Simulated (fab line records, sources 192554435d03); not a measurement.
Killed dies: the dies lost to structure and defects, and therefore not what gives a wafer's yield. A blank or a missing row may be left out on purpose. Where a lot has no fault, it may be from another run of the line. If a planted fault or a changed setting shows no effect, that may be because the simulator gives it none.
Chamber matching + flow n5 finfet + 4 sister chambers for N5_BEOL_M9_DESCUM_33 on rie diel-01
The step chemistry O2, time 7 s. 7 wafers are shown with their chamber, then 9 later ones without.

## EACH WAFER AND ITS CHAMBER
| wafer  | chamber | oes product au (a.u.) | throttle valve pct (%) |
|--------|---------|-----------------------|------------------------|
| L080.1 | 1       | 0.72                  | 20.59                  |
| L080.5 | 2       | 0.73                  | 20.34                  |
| L087.1 | 1       | 0.70                  | 20.62                  |
| L087.2 | 2       | 0.73                  | 20.38                  |
| L090.2 | 3       | 0.70                  | 20.52                  |
| L090.4 | 0       | 0.98                  | 20.05                  |
| L090.6 | 3       | 0.69                  | 20.53                  |

## WAFERS WITHOUT THEIR CHAMBER
| wafer  | oes product au (a.u.) | throttle valve pct (%) |
|--------|-----------------------|------------------------|
| L092.1 | 0.97                  | 20.07                  |
| L092.2 | 0.72                  | 20.37                  |
| L092.3 | 0.69                  | 20.55                  |
| L093.1 | 0.70                  | 20.40                  |
| L093.2 | 0.69                  | 20.56                  |
| L093.3 | 0.93                  | 20.06                  |
| L096.2 | 0.69                  | 20.56                  |
| L096.3 | 0.71                  | 20.40                  |
| L096.6 | 0.70                  | 20.39                  |

## WHICH CHAMBER EACH WENT THROUGH
| wafer  | from the rows above     | in truth |
|--------|-------------------------|----------|
| L092.1 | 0                       | 0        |
| L092.2 | 2                       | 2        |
| L092.3 | 3                       | 3        |
| L093.1 | 2                       | 2        |
| L093.2 | can't be placed: 3 or 1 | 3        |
| L093.3 | 0                       | 0        |
| L096.2 | can't be placed: 3 or 1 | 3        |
| L096.3 | 2                       | 2        |
| L096.6 | 2                       | 2        |
Correctly placed: 7 of 9. Can't be placed from these rows: 2 (the true chamber is among the candidates in 2). Wrongly placed: 0.
How it was worked out, from the rows above alone: a wafer's distance from a chamber is the root of the sum, over the readings, of the square of ((its reading less the chamber's mean) divided by the reading's scatter). The wafer belongs to the nearest chamber; if the next one is less than 2 further off, it can't be placed. The mean given for a chamber averages the wafers shown for that chamber. The scatter: the root of (the sum of the squares of (reading less its chamber's mean) over the shown wafers, divided by (wafers less chambers)).
